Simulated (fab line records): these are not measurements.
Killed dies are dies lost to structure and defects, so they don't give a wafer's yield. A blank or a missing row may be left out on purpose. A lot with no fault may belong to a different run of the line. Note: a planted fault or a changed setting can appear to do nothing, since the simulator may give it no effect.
Which of the tools did it?    flow nand-harc    6 lots with 18 wafers sampled at 4 steps, on a route of 1302 steps

== WHAT THE GAUGES READ, wafer by wafer ==
NHARC_THIN_TSV_CD_MEAS_37.
lot   measured      on         cd-nm (nm)
L506  day 24 08:32  cd-sem-02  4999 5000 5002
L509  day 24 11:20  cd-sem-01  5006 5003 5004
L515  day 27 13:37  cd-sem-02  4998 4999 4998
L517  day 28 11:23  cd-sem-01  5003 5000 5003
L521  day 28 23:34  cd-sem-01  5003 4998 5003
L526  day 32 05:13  cd-sem-01  4999 5003 5000

== WHICH TOOL RAN EACH LOT (tool, then ch and the chambers of the sampled wafers, then the start) ==
lot   NHARC_P_M0_PRE_CLEAN_29       NHARC_THIN_TSV_ETCHBACK_48          NHARC_THIN_TSV_ANNEAL_52
L506  pvd-sputter-02, day 5 11:55   rie-diel-12 ch 1,2,3, day 24 03:25  rtp-anneal-02 ch 0, day 24 05:07
L509  pvd-sputter-01, day 6 19:08   rie-diel-04 ch 0,1,3, day 24 06:01  rtp-anneal-01 ch 0, day 24 07:42
L515  pvd-sputter-03, day 9 10:14   rie-diel-04 ch 0,1,3, day 27 08:29  rtp-anneal-02 ch 0, day 27 10:13
L517  pvd-sputter-03, day 10 04:19  rie-diel-12 ch 0,3, day 28 06:19    rtp-anneal-02 ch 0, day 28 08:04
L521  pvd-sputter-01, day 11 21:13  rie-diel-03 ch 0,1, day 28 18:27    rtp-anneal-01 ch 0, day 28 20:16
L526  pvd-sputter-01, day 14 02:05  rie-diel-12 ch 0,1, day 32 00:14    rtp-anneal-02 ch 0, day 32 02:01
- NHARC_P_M0_PRE_CLEAN_29: time 30 s.
- NHARC_THIN_TSV_ETCHBACK_48: etches the open film in C4F8/Ar, target depth 1028.5 nm, time 405.17 s.
- NHARC_THIN_TSV_ANNEAL_52: time 90 s.

== THE ANSWER, worked out from the rows above alone ==
Rule: the lots themselves supply what counts as usual. Put in order of their means at a reading, lots are off if they are a third of the lots or fewer, leave a main group of 4 or more, and stand apart from it by a gap of 3 or more times the standard deviation of the main group's means; of several such gaps the widest counts. A main group is skipped when, at the precision printed for the reading in the tables above, its means are all equal. A lot without any number at a reading at which 4 lots or more have one is off too. Where the step has rows for the other lots, those lots are counted as sound.
No lot is off at any reading shown: from this, nothing can be told.

== WHAT HAD BEEN PUT IN BY THE SIMULATOR ==
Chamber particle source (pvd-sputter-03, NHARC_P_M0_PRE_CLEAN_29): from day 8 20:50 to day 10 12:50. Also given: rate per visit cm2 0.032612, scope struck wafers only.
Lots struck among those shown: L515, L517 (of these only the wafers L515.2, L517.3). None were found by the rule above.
